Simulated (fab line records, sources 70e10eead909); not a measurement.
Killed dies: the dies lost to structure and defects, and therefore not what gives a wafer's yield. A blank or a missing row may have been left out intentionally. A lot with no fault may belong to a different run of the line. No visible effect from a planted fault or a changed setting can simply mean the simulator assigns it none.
fab line records ; flow nandHarc
[record] lots = 6; wafers = 18; lastDay = 33
route steps=1302 shown A_CHANNEL_HOLE_D1@480 A_CHANNEL_FILL_D1@490 END@1302
lots that met no fault: from a run of the same line without faults
startH: hours from the record's opening day to when the first of the lot's shown wafers began ; waitH: hours since the lot's step before ; " identical to the entry in the row above ; L1.1+2: a single row standing in for several wafers ; - either no value or no given start ; * or withheld: withheld ; < > ~ a bound
route shown NAME@n: names a module that has steps shown in the file, with the first one's number in the route ; usual: mean/standard deviation taken from wafers without a fault ; same: alike in all rows ; chamber/n: place in a boat ; sites: the reading at each site ; _std_site: their standard deviation ; _edge_site: outer sites' mean less inner sites' ; radiusMm: for every site, how far away it sits from the centre of the wafer ; mask NAME#n: copy n ; behind: tool/chamber where the wafer was last shaped ; hold: the reason the lot was held/the length of the hold in hours/how it ended ; device: which transistor (n, p or np) failed to switch ; end of line: tests of these same wafers at the route's end ; a step without rows: its recipe alone ; killed: dies lost to structure and defects at the first sort, not the wafer's yield ; map: per-die view of a wafer (x killed, . not killed, _ where there is no die)
set.NAME: the setting as run; set.NAME@STEP: as run at that earlier step ; model.NAME: the simulator's own value behind a step, which no gauge read
certain route steps with their lots: each step a table, each wafer a row
services: the hour from which a tool's chamber was out of use, counted from the record's first day as startH (under 0 if before that day), plus the number of hours and why
[[steps]]
[step NHARC_A_CHANNEL_HOLE_D1_STRIP_41]
[recipe] n2FlowSccm = 150; h2FlowSccm = 150; arFlowSccm = 0; biasW = 0; chemistry = N2/H2
[step NHARC_A_CHANNEL_HOLE_D1_STRIP_42]
[recipe] cf4FlowSccm = 100; chf3FlowSccm = 30; arFlowSccm = 0; biasW = 0; chemistry = CF4/CHF3
[step NHARC_A_CHANNEL_HOLE_D1_STRIP_43]
[recipe] o2FlowSccm = 400; cosFlowSccm = 20; arFlowSccm = 0; biasW = 0; chemistry = O2/COS
[step NHARC_A_CHANNEL_HOLE_D1_ETCH_44]
[recipe] targetDepthA = 1400; overetchA = 140; timeS = 77; ionEnergyEv = 100; cf4FlowSccm = 80; o2FlowSccm = 20; arFlowSccm = 0; rfW = 300; biasW = 100; chemistry = CF4/O2
[usual] cf4FlowSccm = 79.99/0.26; chamberPressureMTorr = 29.999/0.027; drypumpMotorCurrentA = 6.0/0.4; oesProductAu = 0.999/0.0084; rfVppV = 197.9/1.4; showerheadPlenumPTorr = 1.34/0.056; throttleValvePct = 13.397/0.0088
lot.wafer;tool;chamber;startH;waitH;cf4FlowSccm;chamberPressureMTorr;drypumpMotorCurrentA;oesProductAu;rfHoursCounterH;rfVppV;showerheadPlenumPTorr;throttleValvePct
L760.3;rieDiel-07;2;222.12;0.1;80.28;30.019;5.9;0.990;9;198.4;1.34;13.404
L760.2;rieDiel-07;3;222.12;0.1;80.00;30.035;6.6;1.004;10;197.3;1.34;13.395
L760.1;rieDiel-07;0;222.12;0.1;80.54;30.021;5.7;1.007;6;198.4;1.31;13.390
L766.3;rieDiel-05;3;294.87;0.1;79.83;29.995;5.2;1.013;20;199.2;1.44;13.402
L766.1;rieDiel-05;0;294.87;0.1;80.34;29.962;5.0;0.995;20;197.6;1.36;13.405
L766.2;rieDiel-05;1;294.87;0.1;80.27;30.009;5.8;1.007;22;199.6;1.43;13.396
L769.4;rieDiel-07;0;316.20;0.1;79.99;29.998;5.7;1.002;1;196.2;1.31;13.390
L769.6;rieDiel-07;0;316.20;0.1;79.90;29.979;5.7;1.001;-;197.5;1.31;13.402
L769.5;rieDiel-07;1;316.20;0.1;79.78;30.001;6.2;1.005;-;197.2;1.24;13.413
L773.4;rieDiel-05;2;347.21;0.1;79.84;29.975;5.9;1.000;34;198.2;1.37;13.390
L773.2;rieDiel-05;0;347.21;0.1;79.88;29.998;5.0;0.995;38;198.4;1.36;13.397
L773.6;rieDiel-05;2;347.21;0.1;80.18;29.955;5.9;1.002;-;197.5;1.37;13.389
L772.2;rieDiel-05;0;347.64;0.4;79.81;30.033;5.0;0.995;38;197.4;1.36;13.393
L772.4;rieDiel-05;2;347.64;0.4;80.09;29.994;5.9;1.008;34;199.0;1.37;13.402
L772.3;rieDiel-05;3;347.64;0.4;80.28;30.004;5.2;0.989;36;200.9;1.44;13.397
L779.5;rieDiel-07;0;412.84;0.1;80.34;30.021;5.7;0.991;-;196.3;1.31;13.384
L779.6;rieDiel-07;1;412.84;0.1;80.24;29.995;6.2;0.995;-;196.4;1.24;13.402
L779.4;rieDiel-07;2;412.84;0.1;79.79;30.026;5.9;1.003;-;197.0;1.34;13.385
[step NHARC_A_CHANNEL_HOLE_D1_STRIP_27]
[recipe] o2FlowSccm = 500; arFlowSccm = 0; biasW = 0; chemistry = O2
[usual] chamberPressureMTorr = 60.00/0.054; drypumpMotorCurrentA = 6.0/0.38; oesProductAu = 1.000/0.0084; rfVppV = 57.9/0.91; showerheadPlenumPTorr = 3.55/0.14; throttleValvePct = 17.036/0.0087
lot.wafer;tool;chamber;startH;waitH;chamberPressureMTorr;drypumpMotorCurrentA;oesProductAu;rfHoursCounterH;rfVppV;showerheadPlenumPTorr;throttleValvePct
L760.2;rieDiel-07;1;-;-;60.03;6.2;1.002;10;57.6;3.30;17.042
L760.1;rieDiel-07;2;-;-;59.95;6.0;0.994;9;56.8;3.55;17.040
L760.3;rieDiel-07;0;-;-;60.04;5.7;0.998;6;57.1;3.46;17.032
L766.3;rieDiel-05;1;-;-;60.06;5.8;1.014;22;58.7;3.76;17.045
L766.1;rieDiel-05;2;-;-;59.97;5.9;1.003;21;58.2;3.62;17.043
L766.2;rieDiel-05;3;-;-;59.99;5.2;1.010;20;57.3;3.80;17.035
L769.4;rieDiel-07;0;-;-;60.04;5.7;0.998;1;56.6;3.46;17.033
L769.5;rieDiel-07;3;-;-;60.00;6.6;1.007;-;57.4;3.53;17.026
L769.6;rieDiel-07;0;-;-;60.03;5.7;1.005;-;58.7;3.46;17.017
L773.4;rieDiel-05;2;-;-;59.89;5.9;1.004;34;59.9;3.61;17.032
L773.2;rieDiel-05;0;-;-;60.00;5.0;0.998;38;57.9;3.59;17.042
L773.6;rieDiel-05;2;-;-;60.03;5.9;1.009;-;57.7;3.61;17.038
L772.3;rieDiel-05;3;-;-;59.92;5.2;0.991;36;59.2;3.79;17.024
L772.4;rieDiel-05;0;-;-;59.86;5.0;0.991;38;58.2;3.59;17.053
L772.2;rieDiel-05;1;-;-;59.98;5.8;0.996;41;59.6;3.75;17.022
L779.5;rieDiel-07;0;-;-;59.96;5.7;0.990;-;59.2;3.45;17.025
L779.6;rieDiel-07;1;-;-;59.89;6.2;0.997;-;56.0;3.30;17.029
L779.4;rieDiel-07;2;-;-;59.98;6.0;0.998;-;58.7;3.54;17.031
[step NHARC_A_CHANNEL_HOLE_D1_PRECLEAN_28]
[recipe] timeS = *; tempC = 50; bathAgeMin = 0; chemistry = SC1
[step NHARC_A_CHANNEL_HOLE_D1_SRD_29]
[step NHARC_A_CHANNEL_HOLE_D1_CD_MEAS_30]
[usual] cdNm = 89.9/1.2
lot.wafer;tool;chamber;startH;waitH;cdNm
L760.1;cdSem-01;-;222.91;-;89.0
L760.2;cdSem-01;-;222.91;-;90.1
L760.3;cdSem-01;-;222.91;-;89.3
L766.1;cdSem-03;-;295.67;-;89.0
L766.2;cdSem-03;-;295.67;-;89.1
L766.3;cdSem-03;-;295.67;-;89.6
L769.4;cdSem-03;-;317.01;-;90.5
L769.5;cdSem-03;-;317.01;-;90.6
L769.6;cdSem-03;-;317.01;-;90.2
L773.2;cdSem-02;-;348.06;0.1;91.7
L773.4;cdSem-02;-;348.06;0.1;87.6
L773.6;cdSem-02;-;348.06;0.1;89.4
L772.2;cdSem-01;-;348.44;-;90.5
L772.3;cdSem-01;-;348.44;-;90.6
L772.4;cdSem-01;-;348.44;-;89.2
L779.4;cdSem-02;-;413.75;-;91.2
L779.5;cdSem-02;-;413.75;-;92.0
L779.6;cdSem-02;-;413.75;-;91.3
[step NHARC_A_CHANNEL_HOLE_D1_XSEM_31]
[recipe] landingEnergyEv = 35000
[usual] botCdNm = 74.5/1.3; bowNm = 8.50/0.25; tiltDeg = 0.07/0.051
lot.wafer;tool;chamber;startH;waitH;botCdNm;bowNm;tiltDeg
L760.1;xsem-02;0;223.00;0.1;73.3;8.05;0.07
L760.2;xsem-02;0;223.00;0.1;74.5;8.05;0.07
L760.3;xsem-02;0;223.00;0.1;73.6;8.05;0.07
L766.1;xsem-02;0;295.76;0.1;73.3;8.45;0.11
L766.2;xsem-02;0;295.76;0.1;73.1;8.44;0.12
L766.3;xsem-02;0;295.76;0.1;74.4;8.41;0.11
L769.4;xsem-01;0;317.10;0.1;75.3;8.80;0.07
L769.5;xsem-01;0;317.10;0.1;75.4;8.83;0.07
L769.6;xsem-01;0;317.10;0.1;74.9;8.88;0.07
L773.2;xsem-01;0;348.14;0.1;76.6;8.34;0.07
L773.4;xsem-01;0;348.14;0.1;72.9;8.29;0.07
L773.6;xsem-01;0;348.14;0.1;74.0;8.29;0.07
L772.2;xsem-02;0;348.53;0.1;75.5;8.44;0.10
L772.3;xsem-02;0;348.53;0.1;74.9;8.56;0.10
L772.4;xsem-02;0;348.53;0.1;74.1;8.46;0.10
L779.4;xsem-02;0;413.84;0.1;76.6;8.65;0.00
L779.5;xsem-02;0;413.84;0.1;77.4;8.62;0.00
L779.6;xsem-02;0;413.84;0.1;76.8;8.60;0.00
[step NHARC_A_CHANNEL_HOLE_D1_INSPECT_40]
[usual] rawDefectCount = 68/25
lot.wafer;tool;chamber;startH;waitH;rawDefectCount
L760.1;defectInspect-02;-;223.11;-;102
L760.2;defectInspect-02;-;223.11;-;100
L760.3;defectInspect-02;-;223.11;-;80
L766.1;defectInspect-01;-;295.86;-;52
L766.2;defectInspect-01;-;295.86;-;47
L766.3;defectInspect-01;-;295.86;-;57
L769.4;defectInspect-01;-;317.19;-;44
L769.5;defectInspect-01;-;317.19;-;63
L769.6;defectInspect-01;-;317.19;-;39
L773.2;defectInspect-02;-;348.24;-;88
L773.4;defectInspect-02;-;348.24;-;88
L773.6;defectInspect-02;-;348.24;-;92
L772.2;defectInspect-01;-;348.63;-;40
L772.3;defectInspect-01;-;348.63;-;48
L772.4;defectInspect-01;-;348.63;-;40
L779.4;defectInspect-01;-;413.93;-;53
L779.5;defectInspect-01;-;413.93;-;70
L779.6;defectInspect-01;-;413.93;-;56
[step NHARC_A_CHANNEL_FILL_D1_PRECLEAN_00]
[recipe] timeS = *; tempC = 50; bathAgeMin = 0; chemistry = SC1
[step NHARC_A_CHANNEL_FILL_D1_SRD_01]
[step NHARC_A_CHANNEL_FILL_D1_ALD_02]
[recipe] targetThkA = 60; pulseTimeS = 10; aldCycles = 60; tempC = 300; material = SiO2
[usual] aldCycles = 60/0; heaterPowerW = 477/53; precursorPulseHeightRel = 0.998/0.021
lot.wafer;tool;chamber;startH;waitH;aldCycles;heaterPowerW;precursorPulseHeightRel
L760.1;aldHk-03;2;224.97;-;60;401;1.004
L760.2;aldHk-03;3;224.97;-;60;500;1.004
L760.3;aldHk-03;0;224.97;-;60;483;0.978
L766.3;aldHk-03;2;296.05;-;60;406;1.014
L766.1;aldHk-03;3;296.05;-;60;496;1.010
L766.2;aldHk-03;1;296.05;-;60;516;0.959
L769.4;aldHk-04;3;317.38;-;60;464;0.999
L769.6;aldHk-04;3;317.38;-;60;447;1.024
L769.5;aldHk-04;0;317.38;-;60;543;0.992
L773.2;aldHk-03;1;349.71;1.3;68;507;1.007
L773.4;aldHk-03;3;349.71;1.3;68;499;0.981
L773.6;aldHk-03;1;349.71;1.3;68;493;0.934
L772.2;aldHk-03;3;350.14;-;68;517;0.982
L772.4;aldHk-03;1;350.14;-;68;514;1.004
L772.3;aldHk-03;2;350.14;-;68;402;1.029
L779.4;aldHk-04;3;414.20;-;60;460;1.009
L779.5;aldHk-04;2;414.20;-;60;417;0.993
L779.6;aldHk-04;3;414.20;-;60;466;1.002
[step NHARC_A_CHANNEL_FILL_D1_ALD_03]
[recipe] targetThkA = 60; pulseTimeS = 60; aldCycles = 58; tempC = 630; pressureTorr = 2; material = SiNx
[usual] aldCycles = 58/0; precursorPulseHeightRel = 1.001/0.021
lot.wafer;tool;chamber;startH;waitH;aldCycles;precursorPulseHeightRel
L760.1;aldSinBatch-03;0;-;-;58;0.965
L760.2;aldSinBatch-03;0;-;-;58;0.990
L760.3;aldSinBatch-03;0;-;-;58;1.000
L766.1;aldSinBatch-02;0;-;-;58;1.003
L766.2;aldSinBatch-02;0;-;-;58;0.985
L766.3;aldSinBatch-02;0;-;-;58;0.977
L769.4;aldSinBatch-03;0;-;-;58;1.001
L769.5;aldSinBatch-03;0;-;-;58;1.032
L769.6;aldSinBatch-03;0;-;-;58;1.010
L772.2;aldSinBatch-01;0;-;-;58;0.979
L772.3;aldSinBatch-01;0;-;-;58;1.011
L772.4;aldSinBatch-01;0;-;-;58;1.006
L773.2;aldSinBatch-01;0;-;-;58;1.016
L773.4;aldSinBatch-01;0;-;-;58;1.001
L773.6;aldSinBatch-01;0;-;-;58;0.972
L779.4;aldSinBatch-03;0;-;-;58;0.957
L779.5;aldSinBatch-03;0;-;-;58;0.997
L779.6;aldSinBatch-03;0;-;-;58;0.982
[step NHARC_END_SORT_01]
[recipe] tempC = 25
[usual] killedAtArray = 57/18; killedAtOther = 0.9/1.3; killedAtPeriphery = 3.5/2.2; killedDies = 62/18; killedOpen = 3.0/1.7; killedShort = 2.3/1.5
[same] grossDies = 677
lot.wafer;tool;chamber;startH;waitH;killedAtArray;killedAtOther;killedAtPeriphery;killedDies;killedOpen;killedShort
L773.2;prober-01;0;707.18;2.7;60;0;2;62;1;4
L773.4;prober-01;0;708.77;3.4;68;0;1;69;4;2
L773.6;prober-01;0;710.35;4.0;79;0;1;80;3;4
L779.4;prober-02;0;789.25;3.4;35;0;4;39;2;2
L779.5;prober-02;0;790.04;3.7;42;0;5;47;3;2
L779.6;prober-02;0;790.83;3.9;49;1;4;54;5;1
// killed by level:class
L773.2 A_CHANNEL_HOLE_D1:chamberFilmFlake=27 A_CHANNEL_HOLE_D2:chamberFilmFlake=11 A_CONTACT:chamberFilmFlake=10 A_WL_FILL:geometricParticle:short=2 A_SLIT:chamberFilmFlake=2 A_DECK1_JOINT:chamberFilmFlake=2 A_STAIRCASE:chamberFilmFlake=2 A_DECK1_JOINT:geometricParticle:short=1
L773.4 A_CHANNEL_HOLE_D1:chamberFilmFlake=30 A_CHANNEL_HOLE_D2:chamberFilmFlake=20 A_CONTACT:chamberFilmFlake=6 A_CHANNEL_FILL_D2:geometricParticle:short=2 A_SGD_CUT:geometricParticle:open=2 A_DECK1_JOINT:chamberFilmFlake=2 A_STAIRCASE:chamberFilmFlake=2 A_WL_FILL:geometricParticle:open=1
L773.6 A_CHANNEL_HOLE_D1:chamberFilmFlake=30 A_CHANNEL_HOLE_D2:chamberFilmFlake=29 A_CONTACT:chamberFilmFlake=5 A_STAIRCASE:chamberFilmFlake=3 A_BLC:chamberFilmFlake=3 A_CONTACT:geometricParticle:open=2 A_SOURCE_PLATE:geometricParticle:open=1 A_CHANNEL_FILL_D1:geometricParticle:short=1
L779.4 A_CHANNEL_HOLE_D1:chamberFilmFlake=13 A_SLIT:chamberFilmFlake=10 A_CONTACT:chamberFilmFlake=3 P_GATE:chamberFilmFlake=2 A_STAIRCASE:chamberFilmFlake=2 P_CONTACT:geometricParticle:open=1 A_ONON_D2:geometricParticle:open=1 A_SGD_CUT:geometricParticle:short=1
L779.5 A_CHANNEL_HOLE_D1:chamberFilmFlake=16 A_SLIT:chamberFilmFlake=12 A_CONTACT:chamberFilmFlake=4 P_BONDPAD:chamberFilmFlake=3 A_CHANNEL_FILL_D2:geometricParticle:short=2 A_ZERO_WELL:chamberFilmFlake=2 A_SOURCE_PLATE:geometricParticle:open=1 A_CHANNEL_HOLE_D2:geometricParticle:open=1
L779.6 A_CHANNEL_HOLE_D1:chamberFilmFlake=17 A_SLIT:chamberFilmFlake=17 P_BONDPAD:chamberFilmFlake=3 A_ZERO_WELL:chamberFilmFlake=3 A_CONTACT:chamberFilmFlake=3 A_CHANNEL_FILL_D1:chamberFilmFlake=2 P_GATE:geometricParticle:open=1 A_CHANNEL_HOLE_D1:geometricParticle:open=1
[[services]]
tool;chamber;startH;hours;kind
rieDiel-07;0;199.75;-;clean
rieDiel-07;1;199.75;-;clean
rieDiel-07;2;199.75;-;clean
rieDiel-07;3;199.75;-;clean
rieDiel-05;0;210.57;-;clean
rieDiel-05;1;210.57;-;clean
rieDiel-05;2;210.57;-;clean
rieDiel-05;3;210.57;-;clean
aldHk-03;-;214.13;10.0;pm
rieDiel-05;1;214.95;5.1;repair
rieDiel-07;0;224.25;-;clean
rieDiel-07;1;224.25;-;clean
rieDiel-07;2;224.25;-;clean
rieDiel-05;3;224.80;7.2;repair
rieDiel-05;-;229.62;9.0;pm
rieDiel-07;3;242.98;24.6;repair
aldSinBatch-02;-;266.36;26.0;pm
rieDiel-07;-;294.25;9.0;pm
rieDiel-05;2;327.15;9.6;repair
rieDiel-07;-;339.53;2.2;repair
xsem-01;-;374.00;14.0;pm
aldHk-03;-;392.13;10.0;pm
rieDiel-05;-;406.62;9.0;pm
rieDiel-07;3;407.81;12.7;repair
[[key]]
[firstSign] step = NHARC_A_CHANNEL_FILL_D1_ALD_02; reading = aldCycles; direction = up; sigmas = 99+; usual = 60; struck = 68
effect none on later readings
metAt NHARC_A_CHANNEL_FILL_D1_ALD_02
struckWafers L772.2,L772.3,L772.4,L773.2,L773.4,L773.6
testerLeftOut L772,L773
[fault] kind = processParameterDrift; tool = aldHk-03; chamber = -; onsetH = 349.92; steps = NHARC_A_CHANNEL_FILL_D1_ALD_02; channel = aldCycles; offset = 8; shape = step; endH = 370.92; actsIn = theseRecipesOnly; stated = 60
// testerLeftOut: of these lots the tester's yield and bins aren't shown, on N5 and GAA mostly nor the transistor test; their killed dies are dies lost to structure and defects alone, not to doping, threshold or leakage, so they don't give the yield
